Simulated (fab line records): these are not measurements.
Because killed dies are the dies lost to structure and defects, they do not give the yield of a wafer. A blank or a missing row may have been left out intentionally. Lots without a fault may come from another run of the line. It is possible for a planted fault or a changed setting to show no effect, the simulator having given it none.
Split-lot trial :: flow n5_finfet :: route with 1938 steps; 7 lots, 39 wafers read

ON THE SPLIT
At N5_FIN_SAQP_ETCH_69 (etches SOC in N2/H2, stops on SiNx, target depth 150 nm), the setting target_depth_a was moved away from the recipe's 1500 angstrom on 12 of the 39 wafers read, by -12.9% to +12.8%. For the rest of the wafers, this setting stayed at what the recipe calls for.

The reading is taken at the split's own step.

THE READING
etch.depth_nm (the simulator's own value, which no gauge read), in nm, at N5_FIN_SAQP_ETCH_69 (etches SOC in N2/H2, stops on SiNx, target depth 150 nm). No usual value for it is given in the file. Average 53.95 nm, standard deviation 1.1 nm, over the 27 wafers here run with the recipe.

wafer: L074.2
tool, chamber at the split: rie_diel-02, 0
target_depth_a as run, angstrom: 1500
against the recipe: recipe
etch.depth_nm, nm: 55
against lot-mates on the recipe: -

wafer: L074.3
tool, chamber at the split: rie_diel-02, 2
target_depth_a as run, angstrom: 1500
against the recipe: recipe
etch.depth_nm, nm: 52.22
against lot-mates on the recipe: -

wafer: L074.4
tool, chamber at the split: rie_diel-02, 3
target_depth_a as run, angstrom: 1500
against the recipe: recipe
etch.depth_nm, nm: 54.08
against lot-mates on the recipe: -

wafer: L076.1
tool, chamber at the split: rie_diel-02, 3,0,1
target_depth_a as run, angstrom: 1692
against the recipe: +12.8%
etch.depth_nm, nm: 55
against lot-mates on the recipe: +2.65

wafer: L076.4
tool, chamber at the split: rie_diel-02, 3,0,1
target_depth_a as run, angstrom: 1692
against the recipe: +12.8%
etch.depth_nm, nm: 55
against lot-mates on the recipe: +2.65

wafer: L076.5
tool, chamber at the split: rie_diel-02, 3,0,1
target_depth_a as run, angstrom: 1692
against the recipe: +12.8%
etch.depth_nm, nm: 55
against lot-mates on the recipe: +2.65

wafer: L076.2
tool, chamber at the split: rie_diel-02, 2
target_depth_a as run, angstrom: 1500
against the recipe: recipe
etch.depth_nm, nm: 52.57
against lot-mates on the recipe: -

wafer: L076.3
tool, chamber at the split: rie_diel-02, 1
target_depth_a as run, angstrom: 1500
against the recipe: recipe
etch.depth_nm, nm: 52.75
against lot-mates on the recipe: -

wafer: L076.6
tool, chamber at the split: rie_diel-02, 2
target_depth_a as run, angstrom: 1500
against the recipe: recipe
etch.depth_nm, nm: 51.72
against lot-mates on the recipe: -

wafer: L079.1
tool, chamber at the split: rie_diel-05, 1
target_depth_a as run, angstrom: 1594
against the recipe: +6.3%
etch.depth_nm, nm: 55
against lot-mates on the recipe: +1.62

wafer: L079.2
tool, chamber at the split: rie_diel-05, 2
target_depth_a as run, angstrom: 1500
against the recipe: recipe
etch.depth_nm, nm: 55
against lot-mates on the recipe: -

wafer: L079.3
tool, chamber at the split: rie_diel-05, 0
target_depth_a as run, angstrom: 1594
against the recipe: +6.3%
etch.depth_nm, nm: 54.92
against lot-mates on the recipe: +1.54

wafer: L079.4
tool, chamber at the split: rie_diel-05, 3
target_depth_a as run, angstrom: 1500
against the recipe: recipe
etch.depth_nm, nm: 53.02
against lot-mates on the recipe: -

wafer: L079.5
tool, chamber at the split: rie_diel-05, 0
target_depth_a as run, angstrom: 1500
against the recipe: recipe
etch.depth_nm, nm: 52.11
against lot-mates on the recipe: -

wafer: L079.6
tool, chamber at the split: rie_diel-05, 1
target_depth_a as run, angstrom: 1594
against the recipe: +6.3%
etch.depth_nm, nm: 55
against lot-mates on the recipe: +1.62

wafer: L081.1
tool, chamber at the split: rie_diel-05, 0
target_depth_a as run, angstrom: 1320
against the recipe: -12.0%
etch.depth_nm, nm: 45.82
against lot-mates on the recipe: -8.57

wafer: L081.2
tool, chamber at the split: rie_diel-05, 3
target_depth_a as run, angstrom: 1320
against the recipe: -12.0%
etch.depth_nm, nm: 46.99
against lot-mates on the recipe: -7.40

wafer: L081.3
tool, chamber at the split: rie_diel-05, 2
target_depth_a as run, angstrom: 1500
against the recipe: recipe
etch.depth_nm, nm: 55
against lot-mates on the recipe: -

wafer: L081.4
tool, chamber at the split: rie_diel-05, 1
target_depth_a as run, angstrom: 1500
against the recipe: recipe
etch.depth_nm, nm: 54.09
against lot-mates on the recipe: -

wafer: L081.5
tool, chamber at the split: rie_diel-05, 0
target_depth_a as run, angstrom: 1320
against the recipe: -12.0%
etch.depth_nm, nm: 45.81
against lot-mates on the recipe: -8.58

wafer: L081.6
tool, chamber at the split: rie_diel-05, 1
target_depth_a as run, angstrom: 1500
against the recipe: recipe
etch.depth_nm, nm: 54.07
against lot-mates on the recipe: -

wafer: L084.1
tool, chamber at the split: rie_diel-02, 2
target_depth_a as run, angstrom: 1500
against the recipe: recipe
etch.depth_nm, nm: 53.17
against lot-mates on the recipe: -

wafer: L084.2
tool, chamber at the split: rie_diel-02, 0
target_depth_a as run, angstrom: 1500
against the recipe: recipe
etch.depth_nm, nm: 55
against lot-mates on the recipe: -

wafer: L084.3
tool, chamber at the split: rie_diel-02, 1
target_depth_a as run, angstrom: 1500
against the recipe: recipe
etch.depth_nm, nm: 53.55
against lot-mates on the recipe: -

wafer: L084.4
tool, chamber at the split: rie_diel-02, 2
target_depth_a as run, angstrom: 1500
against the recipe: recipe
etch.depth_nm, nm: 52.42
against lot-mates on the recipe: -

wafer: L084.5
tool, chamber at the split: rie_diel-02, 0
target_depth_a as run, angstrom: 1500
against the recipe: recipe
etch.depth_nm, nm: 55
against lot-mates on the recipe: -

wafer: L084.6
tool, chamber at the split: rie_diel-02, 1
target_depth_a as run, angstrom: 1500
against the recipe: recipe
etch.depth_nm, nm: 52.87
against lot-mates on the recipe: -

wafer: L093.1
tool, chamber at the split: rie_diel-01, 2
target_depth_a as run, angstrom: 1500
against the recipe: recipe
etch.depth_nm, nm: 54.51
against lot-mates on the recipe: -

wafer: L093.2
tool, chamber at the split: rie_diel-01, 3
target_depth_a as run, angstrom: 1500
against the recipe: recipe
etch.depth_nm, nm: 55
against lot-mates on the recipe: -

wafer: L093.4
tool, chamber at the split: rie_diel-01, 3
target_depth_a as run, angstrom: 1500
against the recipe: recipe
etch.depth_nm, nm: 55
against lot-mates on the recipe: -

wafer: L093.3
tool, chamber at the split: rie_diel-01, 0
target_depth_a as run, angstrom: 1500
against the recipe: recipe
etch.depth_nm, nm: 54.69
against lot-mates on the recipe: -

wafer: L093.5
tool, chamber at the split: rie_diel-01, 2,0
target_depth_a as run, angstrom: 1500
against the recipe: recipe
etch.depth_nm, nm: 55
against lot-mates on the recipe: -

wafer: L093.6
tool, chamber at the split: rie_diel-01, 2,0
target_depth_a as run, angstrom: 1500
against the recipe: recipe
etch.depth_nm, nm: 55
against lot-mates on the recipe: -

wafer: L095.1
tool, chamber at the split: rie_diel-01, 1
target_depth_a as run, angstrom: 1306
against the recipe: -12.9%
etch.depth_nm, nm: 49.34
against lot-mates on the recipe: -5.23

wafer: L095.2
tool, chamber at the split: rie_diel-01, 0
target_depth_a as run, angstrom: 1500
against the recipe: recipe
etch.depth_nm, nm: 54.56
against lot-mates on the recipe: -

wafer: L095.3
tool, chamber at the split: rie_diel-01, 3
target_depth_a as run, angstrom: 1306
against the recipe: -12.9%
etch.depth_nm, nm: 47.98
against lot-mates on the recipe: -6.59

wafer: L095.4
tool, chamber at the split: rie_diel-01, 2
target_depth_a as run, angstrom: 1306
against the recipe: -12.9%
etch.depth_nm, nm: 47.6
against lot-mates on the recipe: -6.97

wafer: L095.5
tool, chamber at the split: rie_diel-01, 3
target_depth_a as run, angstrom: 1500
against the recipe: recipe
etch.depth_nm, nm: 54.76
against lot-mates on the recipe: -

wafer: L095.6
tool, chamber at the split: rie_diel-01, 2
target_depth_a as run, angstrom: 1500
against the recipe: recipe
etch.depth_nm, nm: 54.38
against lot-mates on the recipe: -
The file does not say which wafer passed through which chamber wherever a row lists several chambers: such a row stands for several wafers.

FIT RESULTS
A straight line over all 39 wafers: etch.depth_nm changes by +0.353 nm for each +1% of target_depth_a; r = +0.82; the points scatter about the line by 1.6 nm.
The same after taking each lot's own level away (the mean of its wafers on the recipe; 39 wafers): +0.427 nm for each +1%; r = +0.91; scatter 1.3 nm.
According to that fit, moving target_depth_a by its largest amount changes the reading by 5.5 nm.
From 52.347 to 54.867 nm: that is the span of the lots' own levels, equal to 2.3 times the standard deviation above.
In other words, the slope is changed by the lot-to-lot level; the two fits disagree.
Check: -6.24 nm against its lot-mates is what the line predicts for one of the wafers moved furthest among these (-12.9%) when that wafer is left out of the fit. It came out at -5.23 nm against them.

THE WHOLE CHAIN: every reading that the file lists as answering this split, in the file's order
step: N5_FIN_SAQP_ETCH_69
what it does: etches SOC in N2/H2, stops on SiNx, target depth 150 nm
reading: SOC_of_FIN_SAQP_COAT_68.thk_nm (the simulator's own value, which no gauge read)
change (the file's fit): -0.891 nm for each +1% of the setting
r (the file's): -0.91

step: N5_FIN_SAQP_ETCH_69
what it does: etches SOC in N2/H2, stops on SiNx, target depth 150 nm
reading: etch.depth_nm (the simulator's own value, which no gauge read)
change (the file's fit): +0.434 nm for each +1% of the setting
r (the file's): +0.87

THE FILE'S OWN FIT
etch.depth_nm changes by +0.434 nm for each +1% of target_depth_a, r = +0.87.
